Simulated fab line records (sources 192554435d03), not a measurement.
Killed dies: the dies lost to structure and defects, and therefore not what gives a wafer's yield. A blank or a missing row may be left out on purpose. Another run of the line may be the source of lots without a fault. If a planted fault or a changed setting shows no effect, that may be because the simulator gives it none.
fab line records	flow n5-finfet
[record] lots = 7	wafers = 17	last-day = 19
route steps=1938 shown SDB@370 DUMMY_REMOVAL@377 BEOL_M4@1111 PASSIVATION@1936
lots untouched by any fault: they come from a run of this same line in which no faults occurred
start-h: the number of hours between the record's first day and the start of the first shown wafer of the lot	wait-h: time in hours since the lot's previous step	" as in the row above	L1.1+2: a row that stands for several wafers	- either no value or no given start	* or withheld: withheld	< > ~ a bound
route shown NAME@n: names a module that has steps shown in the file, with the first one's number in the route	usual: mean and standard deviation over wafers with no fault	same: alike in all rows	chamber/n: place in a boat	sites: readings site by site	_std_site: how widely they spread, as a standard deviation	_edge_site: outer sites' mean less inner sites'	radius-mm: how far each site lies from the wafer's centre	mask NAME#n: copy n	behind: tool/chamber where the wafer was last shaped	hold: cause of the lot's hold/its duration in hours/its outcome	device: whichever transistor did not switch (one of n, p or np)	end of line: tests of these same wafers at the route's end	a step with no rows: only its recipe	killed: count of dies lost to structure and defects at first sort (not the wafer's yield)	map: a wafer's dies, x killed, . not, _ none there
set.NAME: the setting as run; set.NAME@STEP: as run at that earlier step	model.NAME: the simulator's own value behind a step, which no gauge read
a table for each step, a row for each wafer; lots at some steps of the route
services: from which hour (start-h, from the record's first day; less than 0 if before it) a tool's chamber was out of use, for how many hours, and why
[[steps]]
[step N5_SDB_PRECLEAN_38]
[recipe] chemistry = dHF	time-s = 10	dilution = 750:1	temp-c = 25
[step N5_SDB_PRECLEAN_39]
[recipe] chemistry = O3/DIW	time-s = 45	temp-c = 22	o3-ppm = 10
[step N5_SDB_SRD_28]
[recipe] dry = ipa-marangoni	time-s = 30	temp-c = 23	rinse-liquid = diw
[step N5_SDB_ALD_29]
[recipe] material = SiNx	target-thk-a = 300	temp-c = 400	ald-precursor-family = SiH2I2	ald-co-reactant = N2/H2-plasma	pulse-time-s = 1	ald-cycles = 600	purge-time-s = 2	co-reactant-purge-time-s = 2	pressure-torr = 2
[usual] heater-power-w = 837/96	precursor-pulse-height-rel = 0.999/0.019
lot.wafer	tool	chamber	start-h	wait-h	heater-power-w	precursor-pulse-height-rel
L986.2	ald-sin-03	2	86.39	0.0	789	0.973
L986.3	"	0	"	"	793	0.972
L986.4	"	1	"	"	789	1.002
L990.1	ald-sin-03	1	110.43	0.0	769	0.955
L990.3	"	2	"	"	806	1.000
L990.6	"	2	111.79	1.4	760	1.004
L993.2	ald-sin-04	2	130.29	0.0	1071	1.017
L993.5	"	1	131.65	1.4	842	1.022
L994.2	ald-sin-04	2	133.53	0.0	1044	0.984
L994.6	"	2	134.88	1.4	1041	0.986
L995.2	ald-sin-03	1	170.19	2.9	786	0.995
L995.5	"	2	171.54	4.3	779	0.976
L100.1	ald-sin-03	2	204.64	2.3	806	0.997
L100.5	"	3	206.00	3.7	852	1.024
L100.6	"	2	"	"	786	1.023
L106.5	ald-sin-03	0	219.03	1.4	782	0.992
L106.6	"	1	"	"	773	0.984
[step N5_SDB_CMP_30]
[recipe] stop-on = poly-Si	t-overpolish-s = 1.54	post-cmp-clean = alkaline-brush	down-force-psi = 4.1491	platen-rpm = 51.796	pad-velocity-m-s = 1.0306	target-thk-nm = 30
[usual] motor-current-A = 12.4/1.3	overpolish-run-s = 1.539/0.0095	time-to-endpoint-s = 17.7/2.3
lot.wafer	tool	chamber	start-h	wait-h	motor-current-A	overpolish-run-s	time-to-endpoint-s
L986.3	cmp-01	0	89.12	1.4	10.4	1.554	17.3
L986.2	"	1	"	"	12.4	1.556	21.1
L986.4	"	2	"	"	10.9	1.533	18.6
L990.3	cmp-04	2	113.17	1.4	14.3	1.540	15.3
L990.1	"	0	"	"	11.6	1.544	15.9
L990.6	"	2	"	"	14.2	1.545	12.6
L993.2	cmp-03	0	133.03	1.4	13.0	1.550	18.2
L993.5	"	1	"	"	13.6	1.532	18.0
L994.2	cmp-01	3	136.34	1.5	13.0	1.534	21.5
L994.6	"	1	"	"	12.1	1.535	19.9
L995.2	cmp-04	0	173.04	1.5	11.6	1.541	14.7
L995.5	"	2	"	"	14.6	1.538	17.2
L100.1	cmp-01	2	207.45	1.5	10.8	1.539	14.6
L100.6	"	0	"	"	10.5	1.540	15.5
L100.5	"	1	"	"	12.3	1.531	18.7
L106.5	cmp-01	3	220.56	0.2	12.9	1.550	20.2
L106.6	"	0	"	"	10.5	1.540	15.8
[step N5_SDB_THK_MEAS_31]
[recipe] reads = a-Si_of_DUMMY_GATE_CVD_03
[usual] SDB_THK = 64.4/1.1
lot.wafer	tool	chamber	start-h	wait-h	SDB_THK[nm]
L986.2	film-metro-02	-	89.42	-	64.7
L986.3	"	-	"	"	63.5
L986.4	"	-	"	"	63.2
L990.1	film-metro-01	-	113.46	-	62.4
L990.3	"	-	"	"	64.1
L990.6	"	-	"	"	62.0
L993.2	film-metro-02	-	133.32	-	65.3
L993.5	"	-	"	"	65.7
L994.2	film-metro-02	-	136.56	-	64.3
L994.6	"	-	"	"	64.5
L995.2	film-metro-02	-	173.22	-	65.3
L995.5	"	-	"	"	65.1
L100.1	film-metro-01	-	207.67	-	63.3
L100.5	"	-	"	"	65.8
L100.6	"	-	"	"	63.1
L106.5	film-metro-01	-	220.70	-	64.2
L106.6	"	-	"	"	64.3
[step N5_SDB_INSPECT_36]
[recipe] inspect-instrument = darkfield	mode = post-cmp
[usual] raw-defect-count = 36/14
lot.wafer	tool	chamber	start-h	wait-h	raw-defect-count
L986.2	defect-inspect-02	-	89.45	0.0	63
L986.3	"	-	"	"	33
L986.4	"	-	"	"	90
L990.1	defect-inspect-02	-	113.49	0.0	23
L990.3	"	-	"	"	20
L990.6	"	-	"	"	28
L993.2	defect-inspect-02	-	133.35	0.0	46
L993.5	"	-	"	"	25
L994.2	defect-inspect-02	-	136.58	0.0	34
L994.6	"	-	"	"	24
L995.2	defect-inspect-02	-	173.24	0.0	58
L995.5	"	-	"	"	27
L100.1	defect-inspect-02	-	207.70	0.0	33
L100.5	"	-	"	"	39
L100.6	"	-	"	"	29
L106.5	defect-inspect-02	-	220.73	0.0	35
L106.6	"	-	"	"	59
[step N5_DUMMY_REMOVAL_HM_STRIP_01]
[recipe] chemistry = CH3F/O2	material = SiNx	target-depth-a = 40	stop-on = poly-Si	time-s = 6.8	over-etch-frac = 0.3	ion-energy-ev = 60	power-w = 410	bias-w = 29	Ar_flow_sccm = 150	CH3F_flow_sccm = 30	O2_flow_sccm = 20
[usual] drypump-motor-current-A = 5.8/0.5	oes-product-au = 0.65/0.071	rf-vpp-V = 127.4/0.98	showerhead-plenum-p-Torr = 2.01/0.053	throttle-valve-pct = 16.24/0.29
lot.wafer	tool	chamber	start-h	wait-h	drypump-motor-current-A	oes-product-au	rf-hours-counter-h	rf-vpp-V	showerhead-plenum-p-Torr	throttle-valve-pct
L986.2	rie-diel-03	2	89.48	0.0	5.7	0.61	116	128.0	2.02	16.17
L986.3	"	1	"	"	6.1	0.61	143	127.7	2.08	16.67
L986.4	"	3	"	"	6.6	0.56	244	127.6	2.06	16.45
L990.1	rie-diel-01	1	113.52	0.0	5.8	0.77	11	128.3	2.12	15.70
L990.3	"	3	"	"	5.4	0.56	234	127.6	1.98	16.36
L990.6	"	1	"	"	5.8	0.76	-	127.6	2.12	15.69
L993.2	rie-diel-01	0	133.38	0.0	6.4	0.68	87	126.4	2.01	16.00
L993.5	"	2	"	"	5.7	0.72	-	127.6	2.04	16.12
L994.2	rie-diel-03	3	136.67	0.1	6.6	0.77	5	127.1	2.06	16.05
L994.6	"	0	"	"	4.9	0.64	-	127.5	2.01	16.04
L995.2	rie-diel-01	1	173.28	0.0	5.8	0.73	29	129.6	2.12	15.71
L995.5	"	0	"	"	6.4	0.67	-	128.2	2.01	16.02
L100.1	rie-diel-02	3	207.73	0.0	6.2	0.56	227	126.0	1.91	16.54
L100.5	"	3	"	"	6.2	0.56	-	126.4	1.91	16.53
L100.6	"	0	"	"	5.6	0.73	-	126.9	1.96	16.14
L106.5	rie-diel-02	0	220.78	0.0	5.6	0.73	-	125.4	1.96	16.16
L106.6	"	3	"	"	6.2	0.56	-	127.4	1.91	16.54
[step N5_DUMMY_REMOVAL_STRIP_10]
[recipe] chemistry = N2/H2	time-s = 40	power-w = 100	temp-c = 40	pressure-mtorr = 100	rf-frequency-hz = 6e+07	bias-power-w = 3	n2-flow-sccm = 300	h2-flow-sccm = 300
[usual] drypump-motor-current-A = 5.8/0.5	oes-product-au = 0.81/0.094	rf-vpp-V = 45.2/0.88	showerhead-plenum-p-Torr = 3.40/0.098	throttle-valve-pct = 12.11/0.29
lot.wafer	tool	chamber	start-h	wait-h	drypump-motor-current-A	oes-product-au	rf-hours-counter-h	rf-vpp-V	showerhead-plenum-p-Torr	throttle-valve-pct
L986.2	rie-diel-03	2	89.51	0.0	5.8	0.77	116	46.3	3.40	12.08
L986.3	"	1	"	"	6.1	0.76	143	45.8	3.51	12.54
L986.4	"	3	"	"	6.6	0.68	244	45.3	3.46	12.35
L990.1	rie-diel-01	1	113.56	0.0	5.8	0.95	11	45.3	3.59	11.62
L990.3	"	3	"	"	5.4	0.70	234	44.5	3.31	12.17
L990.6	"	1	"	"	5.8	0.96	-	45.8	3.59	11.60
L993.2	rie-diel-01	0	133.42	0.0	6.4	0.84	87	46.6	3.41	11.99
L993.5	"	2	"	"	5.7	0.89	-	46.7	3.47	12.01
L994.2	rie-diel-03	3	136.71	0.0	6.7	0.96	5	45.5	3.45	11.73
L994.6	"	0	"	"	4.9	0.81	-	44.1	3.38	11.94
L995.2	rie-diel-01	1	173.31	0.0	5.8	0.91	29	44.8	3.58	11.66
L995.5	"	0	"	"	6.4	0.83	-	44.3	3.41	12.01
L100.1	rie-diel-02	3	207.77	0.0	6.3	0.67	227	44.2	3.22	12.50
L100.5	"	3	"	"	6.2	0.68	-	45.2	3.22	12.50
L100.6	"	0	"	"	5.6	0.93	-	43.7	3.30	11.86
L106.5	rie-diel-02	0	220.83	0.0	5.6	0.91	-	45.0	3.30	11.88
L106.6	"	3	"	"	6.2	0.68	-	45.9	3.22	12.51
[step N5_DUMMY_REMOVAL_PRECLEAN_07]
[recipe] chemistry = dHF	time-s = 30	temp-c = 25	dilution = withheld
[step N5_DUMMY_REMOVAL_DUMMY_REMOVE_02]
[recipe] chemistry = TMAH	temp-c = 70	target = poly-Si	stop-on = SiO2	target-depth-nm = 142	conc-wt-pct = 5	time-s = 57	dry = ipa-marangoni	rinse-time-s = 30	rinse-temp-c = 23
[step N5_DUMMY_REMOVAL_INSPECT_06]
[recipe] inspect-instrument = brightfield	mode = aei
[usual] raw-defect-count = 13/6.3
lot.wafer	tool	chamber	start-h	wait-h	raw-defect-count
L986.2	defect-inspect-02	-	89.67	0.0	19
L986.3	"	-	"	"	15
L986.4	"	-	"	"	12
L990.1	defect-inspect-02	-	113.72	0.0	10
L990.3	"	-	"	"	11
L990.6	"	-	"	"	8
L993.2	defect-inspect-01	-	133.58	0.0	14
L993.5	"	-	"	"	8
L994.2	defect-inspect-02	-	136.87	0.0	22
L994.6	"	-	"	"	33
L995.2	defect-inspect-02	-	173.47	0.0	9
L995.5	"	-	"	"	14
L100.1	defect-inspect-01	-	207.93	0.0	10
L100.5	"	-	"	"	3
L100.6	"	-	"	"	13
L106.5	defect-inspect-02	-	220.96	0.0	12
L106.6	"	-	"	"	9
[step N5_DUMMY_REMOVAL_PRECLEAN_08]
[recipe] chemistry = NF3:NH3	afs-cycles = 2	temp-c = 30	time-s = 20	sublimation-temp-c = 180	sublimation-time-s = 60	pressure-torr = 3	rf-power-w = 30
[usual] time-s = 20/0
lot.wafer	tool	chamber	start-h	wait-h	time-s
L986.2	remote-plasma-02	1	89.74	0.1	20
L986.3	"	1	"	"	20
L986.4	"	1	"	"	20
L990.1	remote-plasma-02	1	113.75	0.0	20
L990.3	"	1	"	"	20
L990.6	"	1	"	"	20
L993.2	remote-plasma-02	0	133.64	0.1	24.226
L993.5	"	0	"	"	20
L994.2	remote-plasma-02	1	136.93	0.1	24.226
L994.6	"	1	"	"	20
L995.2	remote-plasma-02	0	173.54	0.1	24.226
L995.5	"	0	"	"	20
L100.1	remote-plasma-01	0	207.96	0.0	20
L100.5	"	0	"	"	20
L100.6	"	0	"	"	20
L106.5	remote-plasma-01	1	221.12	0.2	20
L106.6	"	1	"	"	20
[step N5_DUMMY_REMOVAL_PRECLEAN_04]
[recipe] chemistry = DHF	time-s = 37	temp-c = 25	dilution = 500:1
[step N5_BEOL_M4_RC_MEAS_101]
[usual] DIBL_N = 37.2/2.1	DIBL_P = 37.3/2.3	IOFF_N = 0.18/0.041	IOFF_P = 0.24/0.042	ION_N = 680/13	ION_P = 466/7.7	SS_N = 71.8/0.68	SS_P = 73.5/0.66	VT_N = 249/3.6	VT_P = -248/3.4
lot.wafer	tool	chamber	start-h	wait-h	DIBL_N[mV/V]	DIBL_P[mV/V]	IOFF_N[nA/um]	IOFF_P[nA/um]	ION_N[uA/um]	ION_P[uA/um]	SS_N[mV/dec]	SS_P[mV/dec]	VT_N[mV]	VT_P[mV]
L986.2	prober-01	0	193.39	0.2	37.7	37.8	0.20	0.23	693	469	72.1	73.6	244	-249
L986.3	"	0	"	"	40.1	40.1	0.26	0.28	705	475	72.5	74.2	242	-248
L986.4	"	0	"	"	39.1	39.1	0.22	0.27	706	476	72.3	74.0	244	-246
L990.1	prober-01	0	210.51	0.0	35.8	35.8	0.15	0.19	674	457	71.3	73.4	251	-253
L990.3	"	0	"	"	36.1	36.8	0.15	0.19	677	461	71.0	73.0	254	-252
L990.6	"	0	"	"	39.3	40.9	0.23	0.27	692	469	71.7	73.5	247	-250
L994.2	prober-01	0	229.37	0.4	37.8	35.6	0.15	0.19	675	460	71.4	72.9	252	-249
L994.6	"	0	"	"	38.4	35.9	0.15	0.20	665	453	71.1	72.9	252	-251
L993.2	prober-02	0	232.49	0.2	34.5	33.5	0.13	0.19	662	458	70.8	71.9	251	-249
L993.5	"	0	"	"	37.6	37.0	0.20	0.27	689	472	71.3	72.9	245	-243
L995.2	prober-01	0	262.10	0.3	40.8	41.1	0.24	0.31	696	473	72.5	75.1	245	-246
L995.5	"	0	"	"	39.7	39.4	0.22	0.27	696	471	72.9	74.5	244	-249
L100.1	prober-01	0	305.27	0.0	37.9	39.1	0.20	0.27	687	473	72.3	73.9	249	-246
L100.5	"	0	"	"	36.0	36.8	0.16	0.23	673	468	71.4	73.3	250	-248
L100.6	"	0	"	"	35.9	37.1	0.16	0.23	677	469	70.9	73.5	249	-247
L106.5	prober-02	0	336.51	0.6	39.7	40.4	0.25	0.33	698	472	72.4	74.7	246	-243
L106.6	"	0	"	"	39.6	39.7	0.24	0.31	690	468	72.3	74.9	247	-244
[step N5_PASSIVATION_PROBE_49]
[usual] defect-limited-yield = 91.0/1.6	killed_at_M0_to_M3 = 35/11	killed_at_M4_up = 14/5.3	killed-at-contacts = 13/6.7	killed-at-front-end = 41/12	killed-at-other = 3.9/2.7	killed-dies = 106/19	killed-on-rim = 14/4	killed-open = 70/14	killed-short = 35/8.8	sort_bin_5_function = 5.3/1	sort_bin_6_memory = 3.3/0.81	sort_bin_8_speed = 0.00/0.0072	sort-n-pass = 1073/19	sort-yield-pct = 91.0/1.6
[same] gross-dies = 1180	killed-at-back-side = 0	sort_bin_4_leakage[%] = 0
lot.wafer	tool	chamber	start-h	wait-h	defect-limited-yield[%]	killed_at_M0_to_M3	killed_at_M4_up	killed-at-contacts	killed-at-front-end	killed-at-other	killed-dies	killed-on-rim	killed-open	killed-short	sort_bin_5_function[%]	sort_bin_6_memory[%]	sort_bin_8_speed[%]	sort-n-pass	sort-yield-pct[%]
L986.2	prober-01	-	308.11	1.0	87.3	56	12	25	52	5	150	20	106	44	7.7	4.7	0	1030	87.3
L986.3	prober-01	-	308.16	1.1	89.8	26	11	28	49	6	120	12	78	41	5.7	4.3	0	1060	89.8
L986.4	prober-01	-	308.21	1.1	86.4	70	16	26	45	3	160	18	107	53	6.8	6.2	0	1020	86.4
L990.1	prober-02	-	323.33	0.0	87.4	54	17	35	42	1	149	20	90	57	6.5	5.9	0	1031	87.4
L990.3	prober-02	-	323.43	0.1	90.6	34	7	13	55	2	111	17	68	35	5.3	3.5	0	1069	90.6
L990.6	prober-02	-	323.58	0.3	88.1	50	12	26	49	4	141	20	86	53	7.5	3.9	0	1039	88.1
L993.2	prober-01	-	340.01	0.1	92.5	26	12	8	38	4	88	12	56	30	5.0	2.4	0	1092	92.5
L993.5	prober-01	-	340.16	0.2	94.9	19	13	6	20	2	60	7	39	19	3.6	1.5	0	1120	94.9
L994.2	prober-01	-	343.80	0.1	90.2	62	6	11	30	7	116	22	72	42	4.7	4.6	0	1064	90.2
L994.6	prober-01	-	344.00	0.3	89.2	47	8	23	49	0	127	23	82	35	6.3	3.5	0	1053	89.2
L995.2	prober-01	-	373.57	0.1	93.1	29	13	4	31	4	81	11	56	25	4.0	2.5	0	1099	93.1
L995.5	prober-01	-	373.72	0.2	93.6	18	13	5	35	4	75	7	46	28	3.8	2.3	0.08	1105	93.6
L100.1	prober-02	-	408.95	0.0	88.2	29	30	20	54	6	139	15	102	34	6.7	4.5	0	1041	88.2
L100.5	prober-02	-	409.15	0.2	87.8	27	13	17	83	4	144	18	102	42	6.9	4.7	0	1036	87.8
L100.6	prober-02	-	409.20	0.3	89.8	39	10	16	48	7	120	17	79	41	6.0	3.7	0	1060	89.8
L106.5	prober-01	-	450.51	0.5	92.7	36	7	14	29	0	86	9	59	27	4.4	2.9	0	1094	92.7
L106.6	prober-01	-	450.56	0.6	91.4	22	9	10	59	2	102	18	64	38	5.3	3.0	0	1078	91.4
// killed by level:class
L986.2 MOL_CONTACT_COAG:geometric-particle:open=22 BEOL_M0_SAQP:geometric-particle:open=15 BEOL_M1:geometric-particle:open=13 FIN_SAQP:geometric-particle:open=11 BEOL_M0_SAQP:geometric-particle:short=11 FIN_SAQP:geometric-particle:short=8 BEOL_M3:geometric-particle:open=7 DUMMY_GATE:geometric-particle:open=6
L986.3 MOL_CONTACT_COAG:geometric-particle:open=23 FIN_SAQP:geometric-particle:open=14 BEOL_M0_SAQP:geometric-particle:short=11 FIN_SAQP:geometric-particle:short=7 BEOL_M0_SAQP:geometric-particle:open=7 GATE_CUT:geometric-particle:short=6 STI_FIN_REVEAL:geometric-particle:open=5 MOL_CONTACT_COAG:geometric-particle:short=5
L986.4 BEOL_M0_SAQP:geometric-particle:short=22 MOL_CONTACT_COAG:geometric-particle:open=20 FIN_SAQP:geometric-particle:open=16 BEOL_M0_SAQP:geometric-particle:open=15 BEOL_M1:geometric-particle:open=14 FIN_SAQP:geometric-particle:short=11 BEOL_M3:geometric-particle:open=8 MOL_CONTACT_COAG:geometric-particle:short=6
L990.1 MOL_CONTACT_COAG:geometric-particle:open=28 BEOL_M0_SAQP:geometric-particle:short=20 FIN_SAQP:geometric-particle:open=17 BEOL_M0_SAQP:geometric-particle:open=10 BEOL_M0:geometric-particle:short=9 BEOL_M4:geometric-particle:open=9 MOL_CONTACT_COAG:geometric-particle:short=7 DUMMY_GATE:geometric-particle:open=6
L990.3 FIN_SAQP:geometric-particle:open=13 BEOL_M0_SAQP:geometric-particle:short=12 STI_FIN_REVEAL:geometric-particle:open=9 MOL_CONTACT_COAG:geometric-particle:open=9 BEOL_M0_SAQP:geometric-particle:open=9 HKMG_FIN:area-etch=8 FIN_SAQP:geometric-particle:short=6 DUMMY_GATE:geometric-particle:open=5
L990.6 BEOL_M0_SAQP:geometric-particle:short=20 BEOL_M0_SAQP:geometric-particle:open=19 MOL_CONTACT_COAG:geometric-particle:open=17 FIN_SAQP:geometric-particle:open=15 MOL_CONTACT_COAG:geometric-particle:short=8 STI_FIN_REVEAL:geometric-particle:open=7 FIN_SAQP:geometric-particle:short=6 DUMMY_GATE:geometric-particle:open=4
L993.2 BEOL_M0_SAQP:geometric-particle:open=14 FIN_SAQP:geometric-particle:open=10 BEOL_M0_SAQP:geometric-particle:short=9 FIN_SAQP:geometric-particle:short=7 STI_FIN_REVEAL:geometric-particle:open=5 MOL_CONTACT_COAG:geometric-particle:open=4 BEOL_M6:geometric-particle:open=4 STARTING-WAFER:geometric-particle:open=4
L993.5 BEOL_M2:geometric-particle:open=5 BEOL_M3:geometric-particle:open=5 MOL_CONTACT_COAG:geometric-particle:open=4 BEOL_M4:geometric-particle:open=4 FIN_SAQP:geometric-particle:short=3 FIN_SAQP:geometric-particle:open=3 STI_FIN_REVEAL:geometric-particle:open=3 GATE_CUT:geometric-particle:short=3
L994.2 BEOL_M2:geometric-particle:open=16 BEOL_M1:geometric-particle:open=10 BEOL_M3:geometric-particle:open=9 BEOL_M2:geometric-particle:short=8 FIN_SAQP:geometric-particle:open=7 MOL_CONTACT_COAG:geometric-particle:open=7 STI_FIN_REVEAL:geometric-particle:open=6 BEOL_M0_SAQP:geometric-particle:short=6
L994.6 MOL_CONTACT_COAG:geometric-particle:open=21 STI_FIN_REVEAL:geometric-particle:open=14 BEOL_M2:geometric-particle:open=9 FIN_SAQP:geometric-particle:short=8 BEOL_M3:geometric-particle:open=8 BEOL_M0_SAQP:geometric-particle:open=8 BEOL_M0_SAQP:geometric-particle:short=8 HKMG_FIN:area-etch=8
L995.2 BEOL_M3:geometric-particle:open=9 BEOL_M1:geometric-particle:open=7 FIN_SAQP:geometric-particle:open=5 BEOL_M0_SAQP:geometric-particle:open=5 STI_FIN_REVEAL:geometric-particle:open=4 DUMMY_GATE:geometric-particle:open=4 BEOL_M4:geometric-particle:open=4 FIN_SAQP:geometric-particle:short=3
L995.5 FIN_SAQP:geometric-particle:short=8 STI_FIN_REVEAL:geometric-particle:open=7 BEOL_M2:geometric-particle:open=7 BEOL_M4:geometric-particle:open=5 MOL_CONTACT_COAG:geometric-particle:open=4 FIN_SAQP:geometric-particle:open=3 DUMMY_GATE:geometric-particle:open=3 ILD0:geometric-particle:short=3
L100.1 BEOL_M4:geometric-particle:open=19 MOL_CONTACT_COAG:geometric-particle:open=17 STI_FIN_REVEAL:geometric-particle:open=12 BEOL_M0_SAQP:geometric-particle:open=12 FIN_SAQP:geometric-particle:short=11 DUMMY_GATE:geometric-particle:open=10 FIN_SAQP:geometric-particle:open=8 STI_FIN_REVEAL:geometric-particle:short=7
L100.5 STI_FIN_REVEAL:geometric-particle:open=37 FIN_SAQP:geometric-particle:short=14 MOL_CONTACT_COAG:geometric-particle:open=14 FIN_SAQP:geometric-particle:open=11 BEOL_M3:geometric-particle:open=8 BEOL_M0_SAQP:geometric-particle:short=6 DUMMY_GATE:geometric-particle:open=5 BEOL_M4:geometric-particle:open=4
L100.6 FIN_SAQP:geometric-particle:open=14 MOL_CONTACT_COAG:geometric-particle:open=14 BEOL_M0_SAQP:geometric-particle:short=11 BEOL_M0_SAQP:geometric-particle:open=10 FIN_SAQP:geometric-particle:short=8 BEOL_M1:geometric-particle:open=7 STI_FIN_REVEAL:geometric-particle:open=6 DUMMY_GATE:geometric-particle:open=6
L106.5 MOL_CONTACT_COAG:geometric-particle:open=13 BEOL_M1:geometric-particle:open=12 BEOL_M0_SAQP:geometric-particle:open=9 FIN_SAQP:geometric-particle:short=7 FIN_SAQP:geometric-particle:open=4 STI_FIN_REVEAL:geometric-particle:open=4 BEOL_M3:geometric-particle:open=4 BEOL_M3:geometric-particle:short=4
L106.6 FIN_SAQP:geometric-particle:open=17 MOL_CONTACT_COAG:geometric-particle:open=8 DUMMY_GATE:geometric-particle:open=7 GATE_CUT:geometric-particle:short=7 STI_FIN_REVEAL:geometric-particle:open=5 DUMMY_GATE:geometric-particle:short=4 BEOL_M0_SAQP:geometric-particle:short=4 STARTING-WAFER:geometric-particle:open=4
[[services]]
tool	chamber	start-h	hours	kind
cmp-03	-	70.74	0.8	repair
rie-diel-01	1	74.60	31.8	repair
cmp-03	-	76.17	0.2	repair
cmp-01	-	80.08	0.5	repair
ald-sin-03	0	108.21	10.9	repair
ald-sin-04	-	111.52	0.6	repair
cmp-01	-	117.11	0.3	repair
ald-sin-04	1	117.69	4.4	repair
cmp-04	-	121.77	4.0	pm
cmp-01	-	133.97	1.9	repair
cmp-03	-	143.80	6.4	pm
cmp-04	-	152.37	1.0	repair
cmp-03	-	153.79	1.2	repair
ald-sin-03	3	157.48	4.7	repair
rie-diel-03	2	170.50	10.6	repair
cmp-01	-	170.58	1.5	repair
rie-diel-01	3	172.28	-	clean
rie-diel-01	3	172.28	-	consumable-replace:focus-ring
rie-diel-01	3	172.28	17.3	scheduled-down
rie-diel-01	3	172.28	17.3	vent-cycle
ald-sin-04	1	184.90	24.7	repair
rie-diel-02	-	186.52	0.8	repair
cmp-03	-	201.22	11.4	pm
rie-diel-01	3	216.72	5.4	repair
[[key]]
[first-sign] step = N5_DUMMY_REMOVAL_PRECLEAN_08	reading = time-s	direction = up	sigmas = 99+	usual = *	struck = *
effect none on later readings
met-at N5_DUMMY_REMOVAL_PRECLEAN_08
struck-wafers L993.2,L994.2,L995.2
onset-between 113.75 133.64
[fault] kind = process-parameter-drift	tool = remote-plasma-02	chamber = -	onset-h = 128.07	steps = N5_DUMMY_REMOVAL_PRECLEAN_08	channel = time-s	offset = *	shape = step	end-h = 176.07	scope = struck-wafers-only	acts-in = *	stated = *
